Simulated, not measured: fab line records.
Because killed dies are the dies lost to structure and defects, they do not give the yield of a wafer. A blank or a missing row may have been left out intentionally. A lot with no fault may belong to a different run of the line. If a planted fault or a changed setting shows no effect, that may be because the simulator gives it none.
fab line records	flow n5Finfet
[record] lots = 12	wafers = 34	lastDay = 19
route steps=1938 shown PAD_METAL@1894 PASSIVATION@1910
lots that met no fault: from a run of the same line without faults
startH: the number of hours between the record's first day and the start of the first shown wafer of the lot	waitH: how many hours have passed since the lot's step before this one	" as in the row above	L1.1+2: a single row standing in for several wafers	- value missing, or start not given	* or withheld: withheld	< > ~ a bound
route shown NAME@n: names a module that has steps shown in the file, with the first one's number in the route	usual: average and standard deviation across the fault-free wafers	same: alike in all rows	chamber/n: place in a boat	sites: per-site readings	_std_site: standard deviation of those values	_edge_site: mean of outer sites minus mean of inner sites	radiusMm: how far each site lies from the wafer's centre	mask NAME#n: copy n	behind: tool/chamber where the wafer was last shaped	hold: why the lot went on hold/how many hours it stayed there/how the hold came to an end	device: whichever transistor did not switch (one of n, p or np)	end of line: tests run on the same wafers once the route is complete	a step with no rows: only its recipe	killed: the dies lost at the first sort to structure and to defects; this is not the yield of the wafer	map: dies across one wafer; x = killed, . = not, _ = none there
set.NAME: setting as actually run; set.NAME@STEP: the setting as run at that earlier step	model.NAME: the simulator's own value behind a step, which no gauge read
a sample of lots followed through the steps of the route, with each step as a table and each wafer as a row
services: from which hour (startH, from the record's first day; less than 0 if before it) a tool's chamber was out of use, for how many hours, and why
[[steps]]
[step N5_PASSIVATION_PRE_CLEAN_19]
[recipe] gas = H2/He	timeS = *	tempC = *
[usual] heaterPowerW = 459/34
lot.wafer	tool	chamber	startH	waitH	heaterPowerW
L889.1	pvdSputter-01	-	273.17	0.0	432
L889.2	"	-	"	"	453
L889.5	"	-	"	"	474
L890.1	pvdSputter-01	-	285.49	0.0	429
L890.3	"	-	"	"	443
L890.6	"	-	"	"	458
L893.2	pvdSputter-01	-	296.74	0.0	450
L893.5	"	-	"	"	456
L893.6	"	-	"	"	430
L892.1	pvdSputter-03	-	299.65	0.0	486
L892.2	"	-	"	"	433
L892.6	"	-	"	"	422
L896.3	pvdSputter-01	-	319.04	0.0	456
L896.5	"	-	"	"	452
L900.1	pvdSputter-02	-	357.09	0.0	443
L900.3	"	-	"	"	446
L904.1	pvdSputter-01	-	396.36	0.0	452
L904.2	"	-	"	"	463
L904.6	"	-	"	"	441
L905.3	pvdSputter-01	-	415.24	0.0	450
L905.5	"	-	"	"	448
L905.6	"	-	"	"	466
L906.1	pvdSputter-02	-	425.81	0.0	445
L906.4	"	-	"	"	500
L906.5	"	-	"	"	504
L908.2	pvdSputter-03	-	431.79	0.0	541
L908.5	"	-	"	"	563
L908.6	"	-	"	"	536
L909.1	pvdSputter-03	-	455.93	0.0	547
L909.3	"	-	"	"	533
L909.6	"	-	"	"	493
L907.2	pvdSputter-02	-	460.77	0.0	458
L907.3	"	-	"	"	512
L907.6	"	-	"	"	434
[step N5_PASSIVATION_ETCH_59]
[recipe] chemistry = Cl2/BCl3	target = TaN	targetDepthA = 650	timeS = 34.9	ionEnergyEv = 100	pressureMtorr = 10	icpW = 900	biasW = 100	Cl2_flow_sccm = 60	bcl3FlowSccm = 30
[usual] drypumpMotorCurrentA = 6.03/0.25	oesProductAu = 0.81/0.087	throttleValvePct = 21.01/0.18
lot.wafer	tool	chamber	startH	waitH	drypumpMotorCurrentA	oesProductAu	rfHoursCounterH	throttleValvePct
L889.1	rieMetal-02	1	274.76	0.3	6.27	0.64	103	20.96
L889.2	"	0	"	"	5.63	0.88	19	21.04
L889.5	"	0	"	"	5.64	0.87	-	21.04
L890.1	rieMetal-03	1	286.80	0.3	5.95	0.87	10	20.92
L890.3	"	1	"	"	5.98	0.87	-	20.93
L890.6	"	0	"	"	5.83	0.81	-	21.23
L893.2	rieMetal-01	0	298.05	0.3	5.93	0.89	11	21.09
L893.5	"	1	"	"	6.41	0.69	-	20.93
L893.6	"	0	"	"	5.94	0.89	-	21.09
L892.1	rieMetal-01	0	300.98	0.3	5.93	0.89	12	21.11
L892.2	"	1	"	"	6.38	0.70	69	20.92
L892.6	"	1	"	"	6.39	0.70	-	20.92
L896.3	rieMetal-01	0	320.52	0.2	5.94	0.87	-	21.12
L896.5	"	1	"	"	6.37	0.68	-	20.94
L900.1	rieMetal-01	0	358.40	0.3	5.96	0.86	16	21.10
L900.3	"	1	"	"	6.42	0.67	-	20.96
L904.1	rieMetal-02	0	397.95	0.3	5.61	0.84	27	21.05
L904.2	"	1	"	"	6.28	0.95	2	20.48
L904.6	"	1	"	"	6.27	0.95	-	20.46
L905.3	rieMetal-01	1	416.55	0.2	6.43	0.68	-	20.95
L905.5	"	0	"	"	5.96	0.84	-	21.13
L905.6	"	1	"	"	6.43	0.67	-	20.96
L906.1	rieMetal-02	0	427.00	0.3	5.61	0.83	29	21.06
L906.4	"	0	"	"	5.61	0.83	-	21.06
L906.5	"	1	"	"	6.31	0.92	-	20.48
L908.2	rieMetal-02	1	432.97	0.3	6.26	0.91	5	20.51
L908.5	"	0	"	"	5.67	0.84	-	21.05
L908.6	"	1	"	"	6.30	0.91	-	20.49
L909.1	rieMetal-03	0	457.25	0.3	5.85	0.77	46	21.28
L909.3	"	1	"	"	5.93	0.83	-	20.97
L909.6	"	1	"	"	5.97	0.82	-	20.96
L907.2	rieMetal-03	1	462.09	0.3	5.96	0.82	23	20.95
L907.3	"	1	"	"	5.99	0.82	-	20.97
L907.6	"	0	"	"	5.82	0.77	-	21.28
[step N5_PASSIVATION_STRIP_34]
[recipe] chemistry = O2	powerW = 600	tempC = 60	pressureMtorr = 30	rfFrequencyHz = 6e+07	biasPowerW = 0	overashFraction = 2	o2FlowSccm = 225
[usual] drypumpMotorCurrentA = 5.7/0.43	oesProductAu = 0.83/0.095	rfVppV = 3.8/1.7	showerheadPlenumPTorr = 2.12/0.088	throttleValvePct = 16.61/0.29
lot.wafer	tool	chamber	startH	waitH	drypumpMotorCurrentA	oesProductAu	rfHoursCounterH	rfVppV	showerheadPlenumPTorr	throttleValvePct
L889.1	rieDiel-05	1	274.87	0.1	5.5	0.97	3	0.6	2.05	16.37
L889.2	"	0	"	"	6.1	0.89	17	3.4	2.24	16.20
L889.5	"	0	"	"	6.1	0.90	-	3.8	2.24	16.28
L890.1	rieDiel-03	1	286.95	0.1	6.1	0.90	29	3.0	2.05	16.08
L890.3	"	2	"	"	5.2	0.92	24	4.9	2.07	16.69
L890.6	"	2	"	"	5.2	0.93	-	1.9	2.07	16.66
L893.2	rieDiel-05	2	298.59	0.5	6.2	0.71	221	2.7	2.17	16.97
L893.5	"	1	"	"	5.5	0.93	-	2.7	2.04	16.40
L893.6	"	0	"	"	6.1	0.92	-	2.9	2.23	16.26
L892.1	rieDiel-03	1	301.37	0.4	6.1	0.89	30	4.4	2.05	16.09
L892.2	"	2	"	"	5.2	0.93	29	3.4	2.07	16.65
L892.6	"	3	"	"	5.1	0.68	-	2.9	1.98	16.99
L896.3	rieDiel-01	2	320.61	0.1	5.5	0.79	91	2.7	2.12	16.57
L896.5	"	3	"	"	5.7	0.83	-	4.4	2.22	16.93
L900.1	rieDiel-05	3	358.52	0.1	6.1	0.99	11	4.8	2.25	16.42
L900.3	"	0	"	"	6.1	0.83	48	0.8	2.22	16.24
L904.1	rieDiel-05	1	398.16	0.2	5.5	0.87	42	5.2	2.03	16.47
L904.2	"	3	"	"	6.1	0.92	23	4.8	2.25	16.43
L904.6	"	0	"	"	6.1	0.85	-	4.5	2.22	16.34
L905.3	rieDiel-03	2	416.64	0.1	5.2	0.84	63	7.4	2.06	16.72
L905.5	"	0	"	"	6.1	0.89	-	3.2	2.15	16.64
L905.6	"	3	"	"	5.2	0.90	-	6.3	2.23	16.57
L906.1	rieDiel-05	3	427.28	0.3	6.1	0.93	30	5.3	2.24	16.48
L906.4	"	1	"	"	5.5	0.82	49	1.5	2.03	16.44
L906.5	"	2	"	"	6.1	0.94	-	3.1	2.15	16.60
L908.2	rieDiel-05	1	433.09	0.1	5.5	0.86	51	3.7	2.03	16.47
L908.5	"	1	"	"	5.5	0.86	-	3.9	2.03	16.52
L908.6	"	2	"	"	6.1	0.96	-	5.0	2.15	16.59
L909.1	rieDiel-03	0	457.36	0.1	6.2	0.89	40	3.8	2.14	16.60
L909.3	"	3	"	"	5.2	0.89	38	0.7	2.22	16.61
L909.6	"	2	"	"	5.2	0.82	-	2.9	2.05	16.73
L907.2	rieDiel-03	0	462.20	0.1	6.2	0.87	41	3.4	2.14	16.63
L907.3	"	2	"	"	5.2	0.84	79	2.6	2.05	16.74
L907.6	"	3	"	"	5.1	0.89	-	2.1	2.22	16.66
[step N5_PASSIVATION_PECVD_53]
[recipe] material = SiO2	targetThkA = 8000	tempC = 400	precursor = TEOS/O2	pressureTorr = 6.5	rfW = withheld	teosFlowSccm = withheld	gas = O2	flowSccm = 2650	timeS = 169.4
[usual] runLengthS = 197.2/0.5
lot.wafer	tool	chamber	startH	waitH	runLengthS
L889.1	pecvd-03	2	275.37	0.0	196.8
L889.2	"	1	"	"	197.9
L889.5	"	1	"	"	198.3
L890.1	pecvd-03	0	287.45	0.0	197.0
L890.3	"	2	"	"	196.8
L890.6	"	1	"	"	197.9
L893.2	pecvd-02	0	299.09	0.0	196.5
L893.5	"	2	"	"	197.7
L893.6	"	0	"	"	196.5
L892.1	pecvd-03	0	301.87	0.0	196.4
L892.2	"	1	"	"	197.7
L892.6	"	2	"	"	196.6
L896.3	pecvd-02	1	321.15	0.0	204.7
L896.5	"	0	"	"	204.5
L900.1	pecvd-02	1	359.02	0.0	197.5
L900.3	"	2	"	"	204.7
L904.1	pecvd-04	2	398.66	0.0	197.0
L904.2	"	0	"	"	197.5
L904.6	"	2	"	"	196.5
L905.3	pecvd-02	1	417.19	0.1	197.6
L905.5	"	2	"	"	198.3
L905.6	"	1	"	"	197.2
L906.1	pecvd-04	2	427.79	0.0	197.0
L906.4	"	0	"	"	197.9
L906.5	"	1	"	"	196.8
L908.2	pecvd-02	2	433.59	0.0	198.0
L908.5	"	0	"	"	197.5
L908.6	"	1	"	"	197.2
L909.1	pecvd-02	2	457.86	0.0	197.5
L909.3	"	1	"	"	197.1
L909.6	"	0	"	"	196.5
L907.2	pecvd-03	2	462.70	0.0	196.5
L907.3	"	0	"	"	196.6
L907.6	"	1	"	"	197.6
[step N5_PASSIVATION_PROBE_49]
[usual] defectLimitedYield = 91.3/1.7	killed_at_M0_to_M3 = 33/9.9	killed_at_M4_up = 14/6.4	killedAtContacts = 12/7	killedAtFrontEnd = 41/13	killedAtOther = 3.1/2.9	killedDies = 103/20	killedOpen = 67/14	killedShort = 34/9.4	sort_bin_4_leakage = 0.03/0.24	sort_bin_5_function = 5.1/1.1	sort_bin_6_memory = 3.2/0.79	sort_bin_8_speed = 0.02/0.15	sortNPass = 1077/21	sortYieldPct = 91.2/1.7
[same] grossDies = 1180	killedAtBackSide = 0
lot.wafer	tool	chamber	startH	waitH	defectLimitedYield[%]	killed_at_M0_to_M3	killed_at_M4_up	killedAtContacts	killedAtFrontEnd	killedAtOther	killedDies	killedOpen	killedShort	sort_bin_4_leakage[%]	sort_bin_5_function[%]	sort_bin_6_memory[%]	sort_bin_8_speed[%]	sortNPass	sortYieldPct[%]
L889.1	prober-02	-	279.17	0.0	92.7	28	11	12	32	3	86	62	23	0	4.4	2.5	0.08	1094	92.7
L889.2	prober-02	-	279.22	0.1	89.9	48	14	2	51	4	119	78	41	0	6.0	3.9	0	1061	89.9
L889.5	prober-02	-	279.37	0.2	92.8	27	9	12	35	2	85	59	23	0	4.9	2.1	0	1095	92.8
L890.1	prober-01	-	291.30	0.0	90.5	45	8	18	40	1	112	64	47	0	5.4	3.6	0	1068	90.5
L890.3	prober-01	-	291.40	0.1	92.1	43	13	7	29	1	93	56	36	0	4.8	2.9	0	1087	92.1
L890.6	prober-01	-	291.55	0.3	92.4	35	16	11	28	0	90	56	34	0	3.6	3.8	0	1090	92.4
L893.2	prober-02	-	302.92	0.1	92.8	38	7	3	36	1	85	50	34	0	3.7	3.1	0	1095	92.8
L893.5	prober-02	-	303.07	0.2	91.3	33	14	5	50	1	103	67	36	0	5.2	3.2	0	1077	91.3
L893.6	prober-02	-	303.12	0.3	92.2	26	13	15	36	2	92	53	37	0	4.2	3.3	0	1088	92.2
L892.1	prober-01	-	305.67	0.0	87.7	28	33	10	71	3	145	85	60	0	6.8	4.9	0.08	1034	87.6
L892.2	prober-01	-	305.72	0.1	88.6	39	30	13	50	2	134	76	49	0	6.5	3.9	0	1046	88.6
L892.6	prober-01	-	305.92	0.3	89.0	30	26	7	66	1	130	81	41	0	5.8	4.2	0	1050	89.0
L896.3	prober-02	-	324.92	0.1	91.7	34	5	14	38	7	98	54	34	1.02	4.7	2.9	0	1070	90.7
L896.5	prober-02	-	325.02	0.2	89.4	45	8	19	37	16	125	76	39	0	6.1	3.7	0	1055	89.4
L900.1	prober-01	-	362.88	0.0	89.7	39	8	26	44	5	122	71	51	0	5.1	4.8	0	1058	89.7
L900.3	prober-01	-	362.98	0.1	89.6	48	12	7	53	3	123	77	44	0	4.8	4.9	0	1057	89.6
L904.1	prober-01	-	402.45	0.0	93.3	34	6	12	24	3	79	51	28	0	3.1	3.4	0	1101	93.3
L904.2	prober-01	-	402.50	0.1	95.2	19	9	6	15	8	57	29	25	0	3.1	1.5	0	1123	95.2
L904.6	prober-01	-	402.70	0.3	93.1	28	9	19	24	1	81	59	20	0	4.3	2.5	0	1099	93.1
L905.3	prober-02	-	421.18	0.1	93.9	27	14	3	23	5	72	48	22	0	3.8	2.0	0	1108	93.9
L905.5	prober-02	-	421.28	0.2	92.8	33	12	4	34	2	85	59	25	0	4.0	3.1	0	1095	92.8
L905.6	prober-02	-	421.33	0.3	90.9	40	20	6	40	1	107	60	47	0	6.1	2.8	0	1073	90.9
L906.1	prober-01	-	431.59	0.0	93.2	25	12	7	33	3	80	57	23	0	3.4	3.0	0	1100	93.2
L906.4	prober-01	-	431.74	0.2	92.6	18	12	14	41	2	87	62	25	0	4.3	2.8	0	1093	92.6
L906.5	prober-01	-	431.79	0.2	91.4	33	20	11	35	2	101	76	25	0	4.7	3.6	0	1079	91.4
L908.2	prober-01	-	437.73	0.1	92.0	21	13	7	53	0	94	68	26	0	4.3	3.6	0	1086	92.0
L908.5	prober-01	-	437.88	0.2	89.8	37	8	11	60	4	120	85	34	0	6.2	3.8	0	1060	89.8
L908.6	prober-01	-	437.93	0.3	87.3	64	15	12	57	2	150	97	50	0	7.8	4.8	0	1030	87.3
L909.1	prober-02	-	461.80	0.0	91.0	34	22	5	40	5	106	68	32	0	5.5	2.8	0	1074	91.0
L909.3	prober-02	-	461.90	0.1	91.0	20	22	4	53	7	106	80	23	0	4.3	4.4	0	1074	91.0
L909.6	prober-02	-	462.05	0.3	90.8	40	21	8	33	7	109	74	31	0	4.7	4.1	0	1071	90.8
L907.2	prober-01	-	467.45	0.1	89.1	25	24	6	73	1	129	89	40	0	6.7	3.7	0	1051	89.1
L907.3	prober-01	-	467.50	0.1	90.3	36	29	7	42	0	114	92	21	0	6.4	3.1	0	1066	90.3
L907.6	prober-01	-	467.65	0.3	89.8	43	19	5	53	0	120	92	28	0	5.8	4.1	0	1060	89.8
// killed by level:class
L889.1 MOL_CONTACT_COAG:geometricParticle:open=11 GATE_CUT:geometricParticle:short=8 STI_FIN_REVEAL:geometricParticle:open=6 BEOL_M2:geometricParticle:open=6 GATE_CUT:geometricParticle:open=5 BEOL_M0_SAQP:geometricParticle:short=5 BEOL_M0_SAQP:geometricParticle:open=5 FIN_SAQP:geometricParticle:open=4
L889.2 STI_FIN_REVEAL:geometricParticle:open=23 BEOL_M0_SAQP:geometricParticle:open=15 BEOL_M0_SAQP:geometricParticle:short=11 STI_FIN_REVEAL:geometricParticle:short=7 BEOL_M1:geometricParticle:open=6 BEOL_M4:geometricParticle:open=6 GATE_CUT:geometricParticle:short=5 FIN_SAQP:geometricParticle:short=4
L889.5 STI_FIN_REVEAL:geometricParticle:open=17 MOL_CONTACT_COAG:geometricParticle:open=8 BEOL_M0_SAQP:geometricParticle:open=7 BEOL_M0_SAQP:geometricParticle:short=5 GATE_CUT:geometricParticle:short=4 MOL_CONTACT_COAG:geometricParticle:short=4 BEOL_M1:geometricParticle:open=4 FIN_SAQP:geometricParticle:open=3
L890.1 MOL_CONTACT_COAG:geometricParticle:open=14 BEOL_M0_SAQP:geometricParticle:short=14 BEOL_M3:geometricParticle:open=10 FIN_SAQP:geometricParticle:short=8 STI_FIN_REVEAL:geometricParticle:open=8 BEOL_M0_SAQP:geometricParticle:open=6 BEOL_M2:geometricParticle:short=6 DUMMY_GATE:geometricParticle:open=5
L890.3 BEOL_M0_SAQP:geometricParticle:short=14 BEOL_M0_SAQP:geometricParticle:open=11 MOL_CONTACT_COAG:geometricParticle:open=6 DUMMY_GATE:geometricParticle:open=4 BEOL_M0:geometricParticle:open=4 BEOL_M1:geometricParticle:open=4 BEOL_M1:geometricParticle:short=4 BEOL_M3:geometricParticle:open=4
L890.6 STI_FIN_REVEAL:geometricParticle:open=7 MOL_CONTACT_COAG:geometricParticle:open=6 BEOL_M0_SAQP:geometricParticle:open=6 BEOL_M1:geometricParticle:short=6 STARTING-WAFER:geometricParticle:open=6 MOL_CONTACT_COAG:geometricParticle:short=5 BEOL_M2:geometricParticle:open=5 FIN_SAQP:geometricParticle:short=4
L893.2 FIN_SAQP:geometricParticle:short=12 BEOL_M1:geometricParticle:open=10 BEOL_M3:geometricParticle:open=8 FIN_SAQP:geometricParticle:open=6 STI_FIN_REVEAL:geometricParticle:open=6 BEOL_M0_SAQP:geometricParticle:short=5 BEOL_M0_SAQP:geometricParticle:open=4 MOL_CONTACT_COAG:geometricParticle:open=3
L893.5 FIN_SAQP:geometricParticle:short=17 FIN_SAQP:geometricParticle:open=11 BEOL_M1:geometricParticle:open=10 BEOL_M2:geometricParticle:open=7 BEOL_M3:geometricParticle:open=6 STI_FIN_REVEAL:geometricParticle:open=5 BEOL_M4:geometricParticle:open=4 STARTING-WAFER:geometricParticle:open=4
L893.6 FIN_SAQP:geometricParticle:short=14 MOL_CONTACT_COAG:geometricParticle:open=12 BEOL_M3:geometricParticle:open=6 BEOL_M2:geometricParticle:open=6 BEOL_M6:geometricParticle:open=6 STI_FIN_REVEAL:geometricParticle:open=4 BEOL_M1:geometricParticle:open=4 BEOL_M0_SAQP:geometricParticle:short=3
L892.1 FIN_SAQP:geometricParticle:short=26 BEOL_M4:geometricParticle:open=22 FIN_SAQP:geometricParticle:open=15 MOL_CONTACT_COAG:geometricParticle:open=8 BEOL_M0_SAQP:geometricParticle:open=6 STI_FIN_REVEAL:geometricParticle:open=6 GATE_CUT:geometricParticle:short=6 BEOL_M2:geometricParticle:short=5
L892.2 BEOL_M4:geometricParticle:open=16 BEOL_M0_SAQP:geometricParticle:open=12 MOL_CONTACT_COAG:geometricParticle:open=12 GATE_CUT:geometricParticle:short=11 FIN_SAQP:geometricParticle:short=10 HKMG_FIN:areaEtch=9 BEOL_M2:geometricParticle:open=8 BEOL_M0_SAQP:geometricParticle:short=7
L892.6 BEOL_M4:geometricParticle:open=14 FIN_SAQP:geometricParticle:open=12 FIN_SAQP:geometricParticle:short=11 BEOL_M0_SAQP:geometricParticle:open=11 STI_FIN_REVEAL:geometricParticle:open=8 HKMG_FIN:areaEtch=8 MOL_CONTACT_COAG:geometricParticle:open=6 DUMMY_GATE:geometricParticle:open=5
L896.3 FIN_SAQP:geometricParticle:open=11 BEOL_M1:geometricParticle:open=9 MOL_CONTACT_COAG:geometricParticle:open=8 BEOL_M0_SAQP:geometricParticle:short=7 MOL_CONTACT_COAG:geometricParticle:short=6 PASSIVATION:areaPecvd=6 DUMMY_GATE:geometricParticle:open=5 STI_FIN_REVEAL:geometricParticle:open=4
L896.5 MOL_CONTACT_COAG:geometricParticle:open=17 BEOL_M0_SAQP:geometricParticle:open=10 FIN_SAQP:geometricParticle:short=9 BEOL_M1:geometricParticle:open=9 BEOL_M2:geometricParticle:open=8 BEOL_M0_SAQP:geometricParticle:short=6 PASS1_DEP:geometricParticle:open=6 HKMG_FIN:areaEtch=6
L900.1 MOL_CONTACT_COAG:geometricParticle:open=19 BEOL_M0_SAQP:geometricParticle:short=14 FIN_SAQP:geometricParticle:short=9 STI_FIN_REVEAL:geometricParticle:open=8 BEOL_M0_SAQP:geometricParticle:open=8 FIN_SAQP:geometricParticle:open=7 MOL_CONTACT_COAG:geometricParticle:short=7 BEOL_M3:geometricParticle:open=6
L900.3 BEOL_M3:geometricParticle:open=16 FIN_SAQP:geometricParticle:short=15 STI_FIN_REVEAL:geometricParticle:open=11 FIN_SAQP:geometricParticle:open=9 GATE_CUT:geometricParticle:short=9 BEOL_M0_SAQP:geometricParticle:short=8 BEOL_M4:geometricParticle:open=8 MOL_CONTACT_COAG:geometricParticle:open=7
L904.1 MOL_CONTACT_COAG:geometricParticle:open=9 GATE_CUT:geometricParticle:short=6 BEOL_M0_SAQP:geometricParticle:open=6 BEOL_M3:geometricParticle:open=6 BEOL_M0_SAQP:geometricParticle:short=5 DUMMY_GATE:geometricParticle:open=4 GATE_CUT:geometricParticle:open=4 BEOL_M0:geometricParticle:open=4
L904.2 MIM_TOP_ETCH:geometricParticle:short=6 FIN_SAQP:geometricParticle:short=5 MOL_CONTACT_COAG:geometricParticle:open=5 BEOL_M0_SAQP:geometricParticle:short=5 BEOL_M2:geometricParticle:open=4 FIN_SAQP:geometricParticle:open=3 BEOL_M3:geometricParticle:open=3 FIN_CUT:geometricParticle:open=2
L904.6 MOL_CONTACT_COAG:geometricParticle:open=17 BEOL_M3:geometricParticle:open=7 BEOL_M0_SAQP:geometricParticle:short=5 DUMMY_GATE:geometricParticle:open=4 GATE_CUT:geometricParticle:short=4 BEOL_M0_SAQP:geometricParticle:open=4 BEOL_M2:geometricParticle:open=4 BEOL_M0:geometricParticle:open=3
L905.3 BEOL_M3:geometricParticle:open=9 BEOL_M4:geometricParticle:open=7 FIN_SAQP:geometricParticle:short=6 BEOL_M2:geometricParticle:open=5 DUMMY_GATE:geometricParticle:open=4 BEOL_M0:geometricParticle:open=4 BEOL_M1:geometricParticle:open=4 MOL_CONTACT_COAG:geometricParticle:open=3
L905.5 BEOL_M3:geometricParticle:open=11 FIN_SAQP:geometricParticle:open=10 BEOL_M2:geometricParticle:open=7 FIN_SAQP:geometricParticle:short=6 DUMMY_GATE:geometricParticle:open=5 BEOL_M5:geometricParticle:open=5 MOL_CONTACT_COAG:geometricParticle:open=4 BEOL_M1:geometricParticle:open=4
L905.6 GATE_CUT:geometricParticle:short=13 BEOL_M0_SAQP:geometricParticle:short=8 BEOL_M2:geometricParticle:open=8 BEOL_M4:geometricParticle:open=7 BEOL_M3:geometricParticle:open=7 BEOL_M1:geometricParticle:open=6 BEOL_M3:geometricParticle:short=6 FIN_SAQP:geometricParticle:open=5
L906.1 STI_FIN_REVEAL:geometricParticle:open=9 BEOL_M4:geometricParticle:open=9 BEOL_M2:geometricParticle:open=8 MOL_CONTACT_COAG:geometricParticle:open=6 STARTING-WAFER:geometricParticle:short=5 GATE_CUT:geometricParticle:open=4 FIN_SAQP:geometricParticle:open=3 BEOL_M0:geometricParticle:open=3
L906.4 MOL_CONTACT_COAG:geometricParticle:open=11 STI_FIN_REVEAL:geometricParticle:open=10 DUMMY_GATE:geometricParticle:open=9 BEOL_M2:geometricParticle:open=6 GATE_CUT:geometricParticle:short=5 FIN_SAQP:geometricParticle:open=4 BEOL_M4:geometricParticle:open=4 STARTING-WAFER:geometricParticle:short=4
L906.5 BEOL_M4:geometricParticle:open=16 MOL_CONTACT_COAG:geometricParticle:open=11 BEOL_M1:geometricParticle:open=8 STI_FIN_REVEAL:geometricParticle:open=7 BEOL_M2:geometricParticle:open=7 FIN_SAQP:geometricParticle:open=6 FIN_SAQP:geometricParticle:short=4 DUMMY_GATE:geometricParticle:open=3
L908.2 STI_FIN_REVEAL:geometricParticle:open=10 FIN_SAQP:geometricParticle:short=9 FIN_SAQP:geometricParticle:open=9 MOL_CONTACT_COAG:geometricParticle:open=7 BEOL_M0_SAQP:geometricParticle:open=7 DUMMY_GATE:geometricParticle:open=6 BEOL_M0_SAQP:geometricParticle:short=4 STARTING-WAFER:geometricParticle:short=3
L908.5 STI_FIN_REVEAL:geometricParticle:open=27 BEOL_M0_SAQP:geometricParticle:short=15 MOL_CONTACT_COAG:geometricParticle:open=10 STARTING-WAFER:geometricParticle:open=8 BEOL_M0_SAQP:geometricParticle:open=7 FIN_SAQP:geometricParticle:short=6 BEOL_M0:geometricParticle:open=6 FIN_SAQP:geometricParticle:open=5
L908.6 BEOL_M0_SAQP:geometricParticle:short=23 BEOL_M0_SAQP:geometricParticle:open=20 STI_FIN_REVEAL:geometricParticle:open=17 FIN_SAQP:geometricParticle:open=14 BEOL_M2:geometricParticle:open=11 MOL_CONTACT_COAG:geometricParticle:open=10 FIN_SAQP:geometricParticle:short=8 BEOL_M5:geometricParticle:open=6
L909.1 BEOL_M3:geometricParticle:open=11 BEOL_M4:geometricParticle:open=11 STI_FIN_REVEAL:geometricParticle:open=8 BEOL_M0_SAQP:geometricParticle:short=7 BEOL_M0_SAQP:geometricParticle:open=7 FIN_SAQP:geometricParticle:short=5 HKMG_FIN:areaEtch=5 FIN_SAQP:geometricParticle:open=4
L909.3 FIN_SAQP:geometricParticle:open=24 STI_FIN_REVEAL:geometricParticle:open=12 BEOL_M4:geometricParticle:open=7 FIN_SAQP:geometricParticle:short=6 BEOL_M0_SAQP:geometricParticle:open=6 BEOL_M2:geometricParticle:open=6 GATE_CUT:geometricParticle:short=4 MOL_CONTACT_COAG:geometricParticle:open=4
L909.6 BEOL_M0_SAQP:geometricParticle:open=16 STI_FIN_REVEAL:geometricParticle:open=10 BEOL_M4:geometricParticle:open=9 FIN_SAQP:geometricParticle:open=6 BEOL_M1:geometricParticle:open=6 MOL_CONTACT_COAG:geometricParticle:open=6 BEOL_M2:geometricParticle:open=5 BEOL_M3:geometricParticle:open=5
L907.2 STI_FIN_REVEAL:geometricParticle:open=42 BEOL_M4:geometricParticle:open=12 STI_FIN_REVEAL:geometricParticle:short=7 GATE_CUT:geometricParticle:short=7 MOL_CONTACT_COAG:geometricParticle:open=6 BEOL_M1:geometricParticle:open=6 BEOL_M4:geometricParticle:short=6 BEOL_M5:geometricParticle:open=6
L907.3 STI_FIN_REVEAL:geometricParticle:open=24 BEOL_M3:geometricParticle:open=10 BEOL_M4:geometricParticle:open=10 BEOL_M5:geometricParticle:open=9 BEOL_M1:geometricParticle:open=7 MOL_CONTACT_COAG:geometricParticle:open=5 BEOL_M3:geometricParticle:short=5 BEOL_M6:geometricParticle:open=5
L907.6 STI_FIN_REVEAL:geometricParticle:open=31 BEOL_M0_SAQP:geometricParticle:open=14 BEOL_M4:geometricParticle:open=11 BEOL_M3:geometricParticle:open=10 BEOL_M0_SAQP:geometricParticle:short=8 STI_FIN_REVEAL:geometricParticle:short=4 BEOL_M3:geometricParticle:short=4 BEOL_M5:geometricParticle:open=4
[[services]]
tool	chamber	startH	hours	kind
rieDiel-03	0	258.93	7.9	repair
rieDiel-03	1	266.71	8.6	repair
pvdSputter-02	-	269.38	29.2	repair
rieDiel-03	1	289.50	8.2	repair
rieDiel-05	3	299.94	-	clean
rieDiel-05	3	299.94	-	consumableReplace:focusRing
rieDiel-05	3	299.94	-	consumableReplace:showerhead
rieDiel-05	3	299.94	23.6	scheduledDown
rieDiel-05	3	299.94	23.6	ventCycle
rieDiel-05	1	308.63	4.9	repair
rieDiel-03	2	309.62	9.7	repair
rieMetal-02	-	314.27	1.4	pm
rieDiel-05	1	329.31	1.2	repair
pvdSputter-03	-	355.87	6.6	repair
rieDiel-05	2	384.30	-	clean
rieMetal-02	0	386.39	3.0	repair
pvdSputter-02	-	394.55	4.0	repair
pecvd-03	-	410.66	1.0	repair
rieDiel-03	0	412.68	1.7	repair
rieDiel-03	-	415.85	0.5	repair
pecvd-02	0	416.82	2.1	repair
rieDiel-03	0	418.15	8.2	repair
pvdSputter-02	-	431.01	1.0	repair
rieDiel-05	0	440.84	9.2	repair
[[key]]
[firstSign] step = N5_PASSIVATION_PECVD_53	reading = runLengthS	direction = up	sigmas = 15	usual = *	struck = *
effect none on later readings
metAt N5_PASSIVATION_PECVD_53
struckLots L896,L900
struckWafers L896.3,L896.5,L900.3
notActingAt N5_PASSIVATION_PRE_CLEAN_19,N5_PASSIVATION_ETCH_59,N5_PASSIVATION_STRIP_34
onsetBetween 299.09 321.15
[fault] kind = processParameterDrift	tool = pecvd-02	chamber = -	onsetH = 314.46	steps = N5_PASSIVATION_PECVD_53	channel = timeS	offset = *	shape = step	endH = 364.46	scope = struckWafersOnly	actsIn = *	stated = *
